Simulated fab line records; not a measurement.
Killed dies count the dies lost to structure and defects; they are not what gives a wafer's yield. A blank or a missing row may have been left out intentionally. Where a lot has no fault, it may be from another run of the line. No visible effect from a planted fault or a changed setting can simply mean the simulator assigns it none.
Matching of chambers | flow n5 finfet | N5_BEOL_M11_DESCUM_33 on rie diel-04 has 3 sister chambers
The step chemistry O2, time 7.9 s. 3 wafers are shown with their chamber, then 6 later ones without.

WAFERS, EACH WITH ITS CHAMBER
wafer  | chamber | throttle valve pct (%)
L087.1 | 1       | 20.55
L087.3 | 3       | 19.87
L088.1 | 2       | 20.76

WAFERS WITH NO CHAMBER GIVEN
wafer  | throttle valve pct (%)
L088.6 | 20.55
L091.1 | 20.56
L091.2 | 20.78
L095.4 | 20.80
L095.5 | 20.78
L095.6 | 20.58

EACH ONE'S CHAMBER
wafer  | from the rows above | in truth
L088.6 | 1                   | 1
L091.1 | 1                   | 1
L091.2 | 2                   | 2
L095.4 | 2                   | 2
L095.5 | 2                   | 2
L095.6 | 1                   | 1
Correctly placed: 6 of 6. Can't be placed from these rows: 0. Number placed wrongly: 0.
How it was worked out, from the rows above alone: a wafer's distance from a chamber is the root of the sum, over the readings, of the square of ((its reading less the chamber's mean) divided by the reading's scatter). If the next closest chamber is less than 2 further off than the closest, the wafer can't be placed; otherwise it belongs to the closest. Each chamber's mean is taken over the wafers shown for it. The scatter: root of mean squared gap, hidden wafer to nearest shown wafer, with one shown wafer a chamber.
